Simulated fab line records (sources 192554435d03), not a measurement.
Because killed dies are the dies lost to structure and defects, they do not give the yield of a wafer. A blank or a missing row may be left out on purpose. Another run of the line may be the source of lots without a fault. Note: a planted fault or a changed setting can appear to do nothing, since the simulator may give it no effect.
A struck lot beside a sound one | flow n5-finfet | 14 out of 1938 route steps
Sound: wafers L492.1, L492.3, L492.4. Struck: wafers L502.1, L502.6 (left out: L502.5, a lot-mate that was not struck); the cause follows at the end.
Each step with rows lists, per side, the tool, then ch with its chambers, then its first start. Under that, the readings that differ: sound wafers | struck wafers | difference of the means | sigmas: that difference in standard deviations of wafers without a fault.
alike: readings whose means differ by less than 2 such deviations, and words and numbers that are the same on both sides. not compared: withheld readings, readings that some wafer has no value for, bounds like >300 that may hide the same value, and numbers for which the record gives no deviation and whose values overlap.
A row with sigmas, a row that says differs or no value, or rows on one side alone: a step with any of these is where the two part. Non-overlapping numbers with no deviation appear without sigmas and do not part them. Lack of a reading on every wafer of one side parts them only where that side has two or more wafers.

first, 2 steps without rows for these wafers: N5_BEOL_M5_SPUTTER_83 (material Cu, target thk 15 nm, time 27.62 s); N5_BEOL_M5_ANNEAL_84 (time 1800 s).
N5_BEOL_M5_SPUTTER_88: material Cu, target thk 15 nm, time 27.62 s.
  sound on pvd-sputter-02 at day 8 20:38; struck on pvd-sputter-02 at day 11 18:14
  alike: throttle-valve-pct
N5_BEOL_M5_ANNEAL_89: time 1800 s.
  sound on pvd-sputter-02 at day 8 20:43; struck on pvd-sputter-02 at day 11 18:19
  alike: heater-power-w
N5_BEOL_M5_SPUTTER_90: material Cu, target thk 4.5 nm, time 8.29 s.
  sound on pvd-sputter-02 at day 8 21:44; struck on pvd-sputter-02 at day 11 19:20
  alike: throttle-valve-pct
then, 2 steps without rows for these wafers: N5_BEOL_M5_ECD_50 (material Cu, target thk 300 nm); N5_BEOL_M5_ANNEAL_51 (time 90 s).
N5_BEOL_M5_CMP_52: polishes, stops on SiCOH lowk, t overpolish 6.9 s, target thk 62 nm.
  sound on cmp-02 ch 0,2,3, day 8 22:24; struck on cmp-04 ch 0,2, day 11 20:02
  alike: barrier-field-endpoint-s, motor-current-A, overpolish-run-s, time-to-endpoint-s
N5_BEOL_M5_THK_MEAS_53: measures by xrf.
  sound on film-metro-01 at day 8 22:40; struck on film-metro-01 at day 11 20:13
  alike: M5_THK
then, 1 step without rows for these wafers: N5_BEOL_M5_PRE_CLEAN_77 (time 15 s).
N5_BEOL_M5_CO_CAP_78: material Co, precursor CCTBA/H2, target thk 2 nm, time 102.1 s.
  sound on cvd-co-02 ch 0,1, day 8 22:44; struck on cvd-co-02 ch 0, day 11 20:17
  alike: heater-power-w
then, 1 step without rows for these wafers: N5_BEOL_M5_PRE_CLEAN_55 (time 15 s).
N5_BEOL_M5_DEP_56: deposits SiCN from 3MS/NH3, target thk 8 nm, time 14 s.
  sound on pecvd-02 ch 0,1, day 8 22:52; struck on pecvd-04 ch 1, day 11 20:25
  reading                                  | sound   | struck  | difference | sigmas
  model.SiCN_of_BEOL_M5_DEP_56.thk-nm (nm) | 8 7.8 8 | 9.4 9.6 | +1.6       |
  alike: rf-fwd-power-W, showerhead-plenum-p-Torr, throttle-valve-pct
N5_BEOL_M5_RS_MEAS_57: the measuring method here is four-point-probe.
  sound on film-metro-01 at day 8 22:55; struck on film-metro-02 at day 11 20:29
  alike: M5_RS

## WHERE THEY PART
Nowhere in this record.

WHY: the cause the simulator had injected
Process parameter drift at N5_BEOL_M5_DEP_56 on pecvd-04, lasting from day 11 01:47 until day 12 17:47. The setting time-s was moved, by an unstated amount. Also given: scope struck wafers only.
